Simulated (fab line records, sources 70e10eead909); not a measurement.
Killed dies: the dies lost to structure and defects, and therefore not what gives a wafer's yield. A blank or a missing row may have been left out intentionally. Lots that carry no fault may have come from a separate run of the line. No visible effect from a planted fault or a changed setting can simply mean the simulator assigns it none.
Chamber matching -- flow nand harc -- NHARC_A_BONDPAD_DEP_00 on pecvd-01 has 3 sister chambers
The step deposits SiCN, target thk 250 nm. 3 wafers are shown with their chamber, then 8 later ones without.

## WAFERS, EACH WITH ITS CHAMBER
wafer,chamber,heater power w (W)
L082.5,1,553
L087.4,0,564
L089.2,2,689

## WAFERS WHOSE CHAMBER IS MISSING
wafer,heater power w (W)
L089.4,542
L089.5,562
L088.1,554
L088.2,667
L088.5,661
L094.1,563
L094.2,570
L094.3,625

## CHAMBER TAKEN BY EACH
wafer,from the rows above,in truth
L089.4,can't be placed: 1 or 0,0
L089.5,can't be placed: 0 or 1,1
L088.1,can't be placed: 1 or 0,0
L088.2,2,2
L088.5,2,2
L094.1,can't be placed: 0 or 1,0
L094.2,can't be placed: 0 or 1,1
L094.3,can't be placed: 0 or 2 or 1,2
2 of 8 placed correctly. Unplaceable from these rows: 6, with the true chamber sitting among the candidates in 6. Number placed wrongly: 0.
How it was worked out, from the rows above alone: a wafer's distance from a chamber is the root of the sum, over the readings, of the square of ((its reading less the chamber's mean) divided by the reading's scatter). If the next closest chamber is less than 2 further off than the closest, the wafer can't be placed; otherwise it belongs to the closest. For every chamber, the mean is computed from those of its wafers that are shown. The scatter: with one shown wafer a chamber, the root of the mean of the squares of how far each hidden wafer lies from its nearest shown one.
